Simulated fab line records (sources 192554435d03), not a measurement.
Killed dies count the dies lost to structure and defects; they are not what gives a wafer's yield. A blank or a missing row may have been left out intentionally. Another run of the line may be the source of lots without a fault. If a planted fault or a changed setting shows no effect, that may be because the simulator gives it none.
Matching of chambers	flow n5Finfet	3 sister chambers for N5_BEOL_M3_CO_CAP_55 on cvdCo-02
The step material Co, precursor CCTBA/H2, target thk 2 nm, time 102.1 s. 33 wafers are shown with their chamber, then 12 later ones without.

WAFERS, EACH WITH ITS CHAMBER
wafer	chamber	heaterPowerW (W)
L074.1	2	237
L074.2	0	250
L074.4	1	212
L076.1	1	209
L076.2	0	254
L076.4	0	253
L080.1	0	247
L080.2	2	240
L080.4	2	243
L082.1	2	237
L082.2	0	257
L082.6	2	245
L083.1	2	238
L083.2	0	252
L083.5	2	241
L087.1	1	212
L087.4	2	242
L087.5	0	255
L088.1	2	238
L088.3	1	219
L088.6	0	259
L089.3	0	259
L089.4	1	220
L089.6	0	253
L091.2	0	250
L091.3	2	242
L091.5	2	244
L092.2	1	207
L092.4	2	242
L092.5	0	258
L093.1	1	213
L093.5	1	205
L093.6	0	253

SIGNATURES (averages over the wafers above)
reading	chamber 0	chamber 1	chamber 2	scatter within a chamber
heaterPowerW	253.85	212.12	240.75	3.84
Rule: a wafer lies at a distance from a chamber equal to the root of the sum of squares, over the readings, of (its reading less the chamber's mean, divided by the reading's scatter). The wafer belongs to the nearest chamber; if the next one is less than 2 further off, it can't be placed. How the scatter is found: for the shown wafers, subtract from each reading the mean of its chamber, square and add these, divide the total by (wafers less chambers), then take the root.

WAFERS WHOSE CHAMBER IS MISSING
wafer	heaterPowerW (W)
L094.2	238
L094.4	242
L094.6	249
L095.1	247
L095.3	252
L095.5	254
L097.2	254
L097.3	244
L097.4	212
L096.2	236
L096.4	243
L096.6	215

WHICH CHAMBER EACH ONE RAN IN
wafer	from the rows above	in truth
L094.2	2	2
L094.4	2	2
L094.6	can't be placed: 0 or 2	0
L095.1	can't be placed: 2 or 0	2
L095.3	0	0
L095.5	0	0
L097.2	0	0
L097.3	can't be placed: 2 or 0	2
L097.4	1	1
L096.2	2	2
L096.4	2	2
L096.6	1	1
9 of 12 placed correctly. These rows do not allow placing 3 (true chamber among the candidates in 3). 0 placed wrongly.
